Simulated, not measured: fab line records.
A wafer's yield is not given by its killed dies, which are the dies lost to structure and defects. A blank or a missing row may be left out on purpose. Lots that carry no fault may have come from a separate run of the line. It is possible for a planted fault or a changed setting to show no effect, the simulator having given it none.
fab line records    flow n5-finfet    part 1 of 2: steps 1 to 4 of 6
[record] lots = 24  wafers = 72  last-day = 17
route steps=1938 shown GATE_CUT@506 MOL_CONTACT_COAG@532
lots untouched by any fault: they come from a run of this same line in which no faults occurred
start-h: start of the lot's first displayed wafer, in hours after the record's first day    wait-h: how many hours have passed since the lot's step before this one    " identical to the entry in the row above    L1.1+2: one row covering several wafers at once    - no value, or no start was given    * or withheld: withheld    < > ~ a bound
route shown NAME@n: NAME is a module with steps in the file, n the number in the route of the first one    usual: mean and standard deviation over wafers with no fault    same: alike in all rows    chamber/n: place in a boat    sites: per-site readings    _std_site: the values' standard deviation    _edge_site: inner sites' mean taken away from outer sites' mean    radius-mm: for every site, how far away it sits from the centre of the wafer    mask NAME#n: copy n    behind: the most recent tool/chamber to have shaped the wafer    hold: cause of the lot's hold/its duration in hours/its outcome    device: the transistor (n, p or np) that didn't switch    end of line: at the end of the route, the tests of the same wafers    step lacking rows: just its recipe    killed: at the first sort, the dies lost to defects and structure; wafer yield is something else    map: dies across one wafer; x = killed, . = not, _ = none there
set.NAME: the setting as run; set.NAME@STEP: as run at that earlier step    model.NAME: the simulator's own value behind a step, which no gauge read
the route's steps for a sample of lots (tables are steps, rows are wafers)
services: from which hour (start-h, from the record's first day; less than 0 if before it) a tool's chamber was out of use, for how many hours, and why
[[steps]]
[step N5_GATE_CUT_VAPOR_ETCH_51]
[recipe] chemistry = BCl3/Cl2  target = HfO2  mode = isotropic
[usual] drypump-motor-current-A = 5.5/0.38  oes-product-au = 0.79/0.081
lot.wafer  tool          chamber  start-h  wait-h  drypump-motor-current-A  oes-product-au
L074.3     rie-metal-02  1        81.75    0.0     5.3                      0.88
L074.4     "             0        "        "       5.5                      0.79
L074.5     "             0        "        "       5.5                      0.78
L075.2     rie-metal-01  1        94.96    0.0     6.1                      0.84
L075.3     "             0        "        "       5.3                      0.75
L075.5     "             1        "        "       6.1                      0.85
L076.2     rie-metal-03  0        97.64    0.0     4.9                      0.68
L076.4     "             1        "        "       5.6                      0.95
L076.6     "             1        "        "       5.6                      0.95
L077.2     rie-metal-02  1        103.80   0.0     5.2                      0.87
L077.4     "             0        "        "       5.5                      0.79
L077.5     "             1        "        "       5.2                      0.88
L078.3     rie-metal-03  1        110.44   0.0     5.6                      0.94
L078.4     "             0        "        "       4.9                      0.68
L078.5     "             1        "        "       5.6                      0.94
L079.1     rie-metal-01  1        118.33   0.0     6.1                      0.85
L079.2     "             0        "        "       5.3                      0.74
L079.6     "             1        "        "       6.1                      0.84
L080.1     rie-metal-02  1        127.92   0.0     5.3                      0.87
L080.2     "             0        "        "       5.5                      0.77
L080.5     "             0        "        "       5.5                      0.78
L081.2     rie-metal-02  0        133.75   0.0     5.5                      0.77
L081.3     "             1        "        "       5.2                      0.85
L081.4     "             0        "        "       5.5                      0.77
L082.1     rie-metal-03  0        136.50   0.0     4.9                      0.67
L082.3     "             0        "        "       4.9                      0.67
L082.6     "             1        "        "       5.6                      0.93
L083.2     rie-metal-01  1        139.65   0.1     6.0                      0.82
L083.3     "             1        "        "       6.0                      0.83
L083.6     "             1        "        "       6.1                      0.83
L084.2     rie-metal-01  0        146.76   0.0     5.3                      0.74
L084.3     "             1        "        "       6.0                      0.82
L084.6     "             1        "        "       6.1                      0.82
L085.1     rie-metal-01  1        151.56   0.0     6.0                      0.82
L085.4     "             1        "        "       6.1                      0.82
L085.5     "             0        "        "       5.3                      0.75
L086.4     rie-metal-02  1        157.73   0.0     5.3                      0.86
L086.5     "             0        "        "       5.5                      0.76
L086.6     "             1        "        "       5.3                      0.86
L087.3     rie-metal-01  1        165.40   0.0     6.1                      0.81
L087.4     "             0        "        "       5.3                      0.74
L087.6     "             0        "        "       5.2                      0.73
L088.1     rie-metal-01  1        170.95   0.0     6.1                      0.80
L088.4     "             1        "        "       6.1                      0.81
L088.6     "             1        "        "       6.1                      0.81
L089.1     rie-metal-03  1        178.68   0.0     5.6                      0.90
L089.2     "             0        "        "       4.9                      0.66
L089.4     "             1        "        "       5.6                      0.90
L090.2     rie-metal-03  0        182.53   0.0     4.9                      0.67
L090.3     "             1        "        "       5.6                      0.90
L090.5     "             0        "        "       4.9                      0.67
L091.1     rie-metal-03  1        190.77   0.0     5.6                      0.89
L091.3     "             0        "        "       4.9                      0.66
L091.6     "             1        "        "       5.6                      0.89
L092.3     rie-metal-02  1        195.41   0.0     5.3                      0.83
L092.5     "             0        "        "       5.5                      0.75
L092.6     "             1        "        "       5.3                      0.83
L093.2     rie-metal-01  0        201.73   0.0     5.3                      0.73
L093.4     "             1        "        "       6.1                      0.80
L093.6     "             1        "        "       6.1                      0.81
L094.1     rie-metal-03  0        205.66   0.0     4.9                      0.66
L094.5     "             1        "        "       5.6                      0.89
L094.6     "             0        "        "       4.9                      0.66
L095.2     rie-metal-02  0        211.67   0.0     5.5                      0.76
L095.4     "             0        "        "       5.5                      0.75
L095.6     "             0        "        "       5.5                      0.75
L096.1     rie-metal-01  1        220.36   0.0     6.1                      0.81
L096.2     "             0        "        "       5.2                      0.73
L096.6     "             0        "        "       5.2                      0.73
L097.2     rie-metal-03  1        227.74   0.0     5.6                      0.87
L097.3     "             1        "        "       5.6                      0.87
L097.5     "             1        "        "       5.6                      0.87
[step N5_MOL_CONTACT_COAG_ETCH_106]
[recipe] chemistry = N2/H2  target = SOC  target-depth-a = 800  overetch-a = 160  mask-material = SiARC  temp-c = 40  time-s = 120  ion-energy-ev = 200  pressure-mtorr = 30  source-w = 840  bias-w = 150  n2-flow-sccm = 200  h2-flow-sccm = 200
[usual] drypump-motor-current-A = 6.0/0.49  n2-flow-sccm = 200.0/0.64  oes-product-au = 0.70/0.068  rf-vpp-V = 524.2/2.5  showerhead-plenum-p-Torr = 2.55/0.082  temp-c = 40.00/0.11  throttle-valve-pct = 17.76/0.23
[same] time-s = 120
lot.wafer  tool         chamber  start-h  wait-h  drypump-motor-current-A  n2-flow-sccm  oes-product-au  rf-hours-counter-h  rf-vpp-V  showerhead-plenum-p-Torr  temp-c  throttle-valve-pct
L074.3     rie-diel-05  3        85.10    0.0     5.6                      200.5         0.74            86                  527.8     2.68                      40.03   17.72
L074.4     "            0        "        "       5.6                      200.6         0.78            48                  522.3     2.47                      40.00   17.45
L074.5     "            3        "        "       5.6                      200.3         0.73            -                   528.1     2.68                      40.01   17.74
L075.2     rie-diel-04  0        98.85    0.0     6.6                      201.0         0.65            195                 521.3     2.42                      40.06   17.62
L075.3     "            3        "        "       5.7                      200.7         0.66            163                 526.6     2.64                      39.90   17.52
L075.5     "            1        "        "       5.7                      200.3         0.72            -                   524.8     2.56                      40.00   18.07
L076.2     rie-diel-04  1        100.87   0.0     5.7                      200.7         0.72            98                  524.8     2.56                      40.02   18.06
L076.4     "            3        "        "       5.7                      200.2         0.67            163                 527.7     2.64                      39.87   17.52
L076.6     "            1        "        "       5.7                      200.1         0.72            -                   523.9     2.56                      39.98   18.06
L077.2     rie-diel-05  2        107.45   0.0     6.6                      199.6         0.71            117                 523.1     2.56                      40.12   17.70
L077.4     "            3        "        "       5.5                      200.3         0.72            97                  528.1     2.67                      39.92   17.77
L077.5     "            2        "        "       6.6                      200.6         0.72            -                   525.2     2.56                      40.20   17.70
L078.3     rie-diel-05  3        115.36   0.0     5.5                      199.9         0.72            100                 528.0     2.67                      39.96   17.75
L078.4     "            2        "        "       6.6                      199.6         0.71            121                 523.3     2.56                      40.03   17.72
L078.5     "            3        "        "       5.5                      201.2         0.72            -                   529.2     2.67                      39.89   17.76
L079.1     rie-diel-04  2        122.38   0.0     5.7                      199.5         0.62            228                 526.9     2.62                      39.89   17.62
L079.2     "            0        "        "       6.6                      200.7         0.64            206                 519.8     2.41                      39.91   17.62
L079.6     "            2        "        "       5.8                      198.4         0.61            -                   525.1     2.62                      39.99   17.64
L080.1     rie-diel-04  3        131.48   0.0     5.6                      200.7         0.66            175                 527.0     2.63                      39.99   17.53
L080.2     "            0        "        "       6.6                      200.3         0.64            209                 520.6     2.41                      39.96   17.63
L080.5     "            1        "        "       5.7                      200.3         0.71            -                   523.9     2.56                      40.11   18.10
L081.2     rie-diel-05  1        137.14   0.0     6.3                      199.2         0.62            237                 524.0     2.61                      39.91   17.83
L081.3     "            3        "        "       5.6                      200.2         0.71            110                 526.9     2.67                      40.07   17.77
L081.4     "            2        "        "       6.6                      199.4         0.71            128                 524.7     2.56                      39.90   17.72
L082.1     rie-diel-01  1        140.18   0.0     6.6                      199.0         0.78            49                  525.1     2.58                      40.25   18.17
L082.3     "            3        "        "       5.1                      201.1         0.65            212                 520.6     2.41                      40.06   17.78
L082.6     "            0        "        "       5.5                      199.6         0.80            -                   525.8     2.59                      39.99   18.04
L083.2     rie-diel-01  1        143.27   0.0     6.6                      199.5         0.79            50                  525.1     2.58                      39.98   18.19
L083.3     "            2        "        "       6.6                      199.5         0.64            191                 524.1     2.52                      39.90   17.77
L083.6     "            3        "        "       5.1                      199.6         0.65            -                   520.0     2.41                      39.88   17.78
L084.2     rie-diel-01  0        149.99   0.0     5.5                      199.5         0.80            47                  524.7     2.58                      39.90   18.05
L084.3     "            1        "        "       6.6                      201.2         0.78            52                  524.9     2.58                      40.06   18.19
L084.6     "            1        "        "       6.6                      200.8         0.78            -                   525.2     2.58                      40.12   18.19
L085.1     rie-diel-01  1        155.24   0.0     6.6                      199.6         0.79            54                  525.6     2.58                      39.89   18.19
L085.4     "            0        "        "       5.5                      199.1         0.79            49                  526.6     2.58                      40.14   18.05
L085.5     "            2        "        "       6.6                      200.4         0.64            -                   524.0     2.52                      40.05   17.76
L086.4     rie-diel-04  0        161.28   0.1     6.6                      199.5         0.63            -                   520.5     2.41                      39.90   17.66
L086.5     "            2        "        "       5.7                      198.7         0.61            -                   527.2     2.61                      40.02   17.65
L086.6     "            0        "        "       6.6                      200.0         0.63            -                   519.8     2.41                      39.85   17.68
L087.3     rie-diel-05  0        169.04   0.0     5.6                      200.2         0.74            82                  521.2     2.46                      39.86   17.52
L087.4     "            3        "        "       5.6                      199.3         0.70            -                   527.0     2.66                      40.01   17.80
L087.6     "            0        "        "       5.6                      199.9         0.75            -                   523.5     2.46                      39.93   17.51
L088.1     rie-diel-01  0        174.31   0.0     5.5                      199.9         0.78            57                  526.0     2.58                      39.95   18.06
L088.4     "            1        "        "       6.6                      200.0         0.78            63                  524.1     2.58                      39.87   18.21
L088.6     "            1        "        "       6.6                      199.1         0.78            -                   523.7     2.58                      40.21   18.20
L089.1     rie-diel-01  2        182.29   0.0     6.6                      200.7         0.63            207                 522.5     2.51                      39.88   17.81
L089.2     "            3        "        "       5.1                      200.5         0.64            227                 518.8     2.41                      39.94   17.82
L089.4     "            0        "        "       5.5                      200.0         0.77            60                  525.4     2.58                      40.20   18.07
L090.2     rie-diel-04  1        187.53   0.0     5.7                      200.8         0.69            133                 523.0     2.55                      39.80   18.13
L090.3     "            3        "        "       5.6                      199.3         0.65            195                 526.8     2.63                      40.01   17.56
L090.5     "            3        "        "       5.7                      199.9         0.65            -                   526.1     2.63                      40.03   17.58
L091.1     rie-diel-04  2        196.42   0.0     5.7                      200.6         0.84            2                   524.7     2.61                      39.88   17.32
L091.3     "            0        "        "       6.7                      199.8         0.62            238                 518.6     2.40                      40.01   17.69
L091.6     "            3        "        "       5.6                      200.0         0.65            -                   523.4     2.62                      39.98   17.57
L092.3     rie-diel-05  1        199.16   0.0     6.2                      199.9         0.87            4                   525.4     2.61                      40.02   17.40
L092.5     "            0        "        "       5.6                      200.1         0.74            -                   522.8     2.45                      39.91   17.52
L092.6     "            1        "        "       6.3                      199.8         0.88            -                   525.8     2.61                      39.97   17.39
L093.2     rie-diel-05  0        205.49   0.0     5.6                      199.3         0.73            97                  521.0     2.45                      40.00   17.53
L093.4     "            3        "        "       5.5                      200.1         0.69            140                 526.8     2.65                      39.72   17.83
L093.6     "            1        "        "       6.3                      199.6         0.85            -                   526.8     2.60                      39.87   17.42
L094.1     rie-diel-05  0        209.23   0.0     5.6                      199.4         0.73            99                  520.5     2.45                      40.08   17.53
L094.5     "            0        "        "       5.6                      198.9         0.73            -                   521.6     2.45                      39.90   17.53
L094.6     "            3        "        "       5.6                      199.0         0.68            -                   526.4     2.65                      40.00   17.82
L095.2     rie-diel-05  2        215.03   0.0     6.6                      200.1         0.69            165                 523.2     2.54                      40.11   17.81
L095.4     "            3        "        "       5.6                      200.4         0.69            145                 526.5     2.65                      39.74   17.83
L095.6     "            1        "        "       6.2                      200.8         0.84            -                   527.0     2.60                      39.71   17.42
L096.1     rie-diel-04  2        223.72   0.0     5.7                      200.4         0.81            12                  524.9     2.60                      40.19   17.32
L096.2     "            1        "        "       5.7                      200.8         0.68            148                 521.9     2.54                      39.98   18.15
L096.6     "            3        "        "       5.7                      199.4         0.63            -                   525.5     2.62                      40.04   17.59
L097.2     rie-diel-04  1        231.31   0.0     5.7                      200.5         0.68            152                 523.7     2.54                      39.95   18.16
L097.3     "            2        "        "       5.8                      199.1         0.80            15                  525.1     2.60                      39.85   17.32
L097.5     "            2        "        "       5.8                      199.8         0.80            -                   525.6     2.60                      39.89   17.33
[step N5_MOL_CONTACT_COAG_CD_MEAS_99]
[recipe] target-cd-nm = 17.2  polarity = opening
[usual] cd-nm = 17.1/0.31
lot.wafer  tool       chamber  start-h  wait-h  cd-nm
L074.3     cd-sem-03  -        85.42    -       16.7
L074.4     "          -        "        "       17.3
L074.5     "          -        "        "       17.3
L075.2     cd-sem-02  -        99.16    -       17.8
L075.3     "          -        "        "       17.3
L075.5     "          -        "        "       17.7
L076.2     cd-sem-02  -        101.19   -       17.5
L076.4     "          -        "        "       17.9
L076.6     "          -        "        "       17.1
L077.2     cd-sem-03  -        107.76   -       17.3
L077.4     "          -        "        "       17.6
L077.5     "          -        "        "       17.3
L078.3     cd-sem-02  -        115.68   -       17.2
L078.4     "          -        "        "       17.1
L078.5     "          -        "        "       16.8
L079.1     cd-sem-03  -        122.70   -       17.1
L079.2     "          -        "        "       17.3
L079.6     "          -        "        "       17.1
L080.1     cd-sem-03  -        131.79   -       17.2
L080.2     "          -        "        "       16.9
L080.5     "          -        "        "       17.1
L081.2     cd-sem-03  -        137.45   -       17.4
L081.3     "          -        "        "       17.1
L081.4     "          -        "        "       17.5
L082.1     cd-sem-01  -        140.50   -       17.5
L082.3     "          -        "        "       17.2
L082.6     "          -        "        "       17.5
L083.2     cd-sem-03  -        143.59   -       17.3
L083.3     "          -        "        "       16.9
L083.6     "          -        "        "       17.0
L084.2     cd-sem-03  -        150.31   -       16.8
L084.3     "          -        "        "       17.2
L084.6     "          -        "        "       16.8
L085.1     cd-sem-02  -        155.55   -       17.3
L085.4     "          -        "        "       16.8
L085.5     "          -        "        "       16.7
L086.4     cd-sem-01  -        161.70   -       16.8
L086.5     "          -        "        "       17.4
L086.6     "          -        "        "       16.9
L087.3     cd-sem-02  -        169.36   -       17.1
L087.4     "          -        "        "       17.1
L087.6     "          -        "        "       16.9
L088.1     cd-sem-02  -        174.63   -       16.9
L088.4     "          -        "        "       16.6
L088.6     "          -        "        "       16.9
L089.1     cd-sem-03  -        182.60   -       16.9
L089.2     "          -        "        "       17.2
L089.4     "          -        "        "       17.4
L090.2     cd-sem-01  -        187.85   -       17.4
L090.3     "          -        "        "       17.4
L090.5     "          -        "        "       17.4
L091.1     cd-sem-02  -        196.74   -       17.4
L091.3     "          -        "        "       17.1
L091.6     "          -        "        "       17.4
L092.3     cd-sem-02  -        199.47   -       17.2
L092.5     "          -        "        "       17.3
L092.6     "          -        "        "       16.6
L093.2     cd-sem-02  -        205.81   -       16.9
L093.4     "          -        "        "       17.0
L093.6     "          -        "        "       16.4
L094.1     cd-sem-01  -        209.54   -       16.5
L094.5     "          -        "        "       16.8
L094.6     "          -        "        "       16.7
L095.2     cd-sem-01  -        215.35   -       17.2
L095.4     "          -        "        "       17.0
L095.6     "          -        "        "       17.3
L096.1     cd-sem-02  -        224.03   -       17.5
L096.2     "          -        "        "       17.3
L096.6     "          -        "        "       17.0
L097.2     cd-sem-03  -        231.63   -       17.3
L097.3     "          -        "        "       17.1
L097.5     "          -        "        "       17.7
[step N5_MOL_CONTACT_COAG_SIL_ANNEAL_21]
[recipe] temp-c = 550  time-s = 60  ambient = N2
[usual] lamp-power-pct = 6.33/0.12  wafer_temp_C_max = 551.8/0.6
[same] time-s = 60
lot.wafer  tool           chamber  start-h  wait-h  lamp-power-pct  wafer_temp_C_max
L074.3     rtp-anneal-02  0        86.71    0.3     6.46            552.3
L074.4     "              0        "        "       6.45            551.9
L074.5     "              0        "        "       6.46            552.0
L075.2     rtp-anneal-01  0        101.46   0.2     6.22            551.7
L075.3     "              0        "        "       6.21            551.3
L075.5     "              0        "        "       6.22            551.5
L076.2     rtp-anneal-01  0        103.86   0.2     6.22            551.5
L076.4     "              0        "        "       6.22            551.6
L076.6     "              0        "        "       6.22            551.2
L077.2     rtp-anneal-01  0        108.82   0.2     6.24            551.3
L077.4     "              0        "        "       6.21            551.4
L077.5     "              0        "        "       6.22            551.6
L078.3     rtp-anneal-02  0        116.68   0.3     6.46            552.2
L078.4     "              0        "        "       6.46            552.5
L078.5     "              0        "        "       6.45            553.1
L079.1     rtp-anneal-01  0        123.82   0.2     6.22            550.9
L079.2     "              0        "        "       6.22            551.5
L079.6     "              0        "        "       6.23            551.7
L080.1     rtp-anneal-01  0        132.93   0.3     6.23            551.2
L080.2     "              0        "        "       6.21            550.9
L080.5     "              0        "        "       6.22            551.9
L081.2     rtp-anneal-01  0        139.51   0.2     6.23            551.2
L081.3     "              0        "        "       6.22            551.6
L081.4     "              0        "        "       6.21            551.3
L082.1     rtp-anneal-02  0        141.70   0.4     6.46            552.5
L082.3     "              0        "        "       6.47            552.0
L082.6     "              0        "        "       6.47            552.8
L083.2     rtp-anneal-01  0        144.65   0.2     6.22            552.6
L083.3     "              0        "        "       6.24            551.6
L083.6     "              0        "        "       6.23            551.5
L084.2     rtp-anneal-02  0        151.70   0.2     6.46            551.9
L084.3     "              0        "        "       6.47            552.0
L084.6     "              0        "        "       6.47            552.9
L085.1     rtp-anneal-01  0        158.01   0.3     6.21            551.8
L085.4     "              0        "        "       6.22            552.0
L085.5     "              0        "        "       6.22            551.4
L086.4     rtp-anneal-02  0        163.82   0.3     6.46            552.2
L086.5     "              0        "        "       6.46            553.4
L086.6     "              0        "        "       6.46            552.0
L087.3     rtp-anneal-02  0        171.11   0.3     6.46            551.5
L087.4     "              0        "        "       6.47            552.2
L087.6     "              0        "        "       6.46            552.0
L088.1     rtp-anneal-02  0        175.80   0.2     6.46            551.4
L088.4     "              0        "        "       6.46            552.2
L088.6     "              0        "        "       6.46            551.5
L089.1     rtp-anneal-02  0        183.66   0.2     6.47            553.2
L089.2     "              0        "        "       6.47            552.2
L089.4     "              0        "        "       6.46            551.7
L090.2     rtp-anneal-01  0        189.07   0.3     6.22            551.6
L090.3     "              0        "        "       6.22            551.2
L090.5     "              0        "        "       6.22            551.1
L091.1     rtp-anneal-01  0        198.11   0.2     6.22            551.1
L091.3     "              0        "        "       6.21            551.5
L091.6     "              0        "        "       6.22            551.5
L092.3     rtp-anneal-01  0        200.82   0.4     6.22            551.5
L092.5     "              0        "        "       6.22            552.2
L092.6     "              0        "        "       6.22            550.9
L093.2     rtp-anneal-01  0        206.78   0.2     6.22            551.4
L093.4     "              0        "        "       6.22            550.9
L093.6     "              0        "        "       6.22            550.7
L094.1     rtp-anneal-02  0        211.21   0.2     6.45            552.1
L094.5     "              0        "        "       6.46            552.1
L094.6     "              0        "        "       6.47            554.3
L095.2     rtp-anneal-02  0        216.59   0.3     6.46            552.2
L095.4     "              0        "        "       6.47            552.2
L095.6     "              0        "        "       6.45            551.8
L096.1     rtp-anneal-01  0        225.07   0.2     6.22            551.9
L096.2     "              0        "        "       6.22            551.0
L096.6     "              0        "        "       6.22            551.7
L097.2     rtp-anneal-02  0        233.23   0.2     6.45            552.0
L097.3     "              0        "        "       6.46            551.6
L097.5     "              0        "        "       6.46            552.2
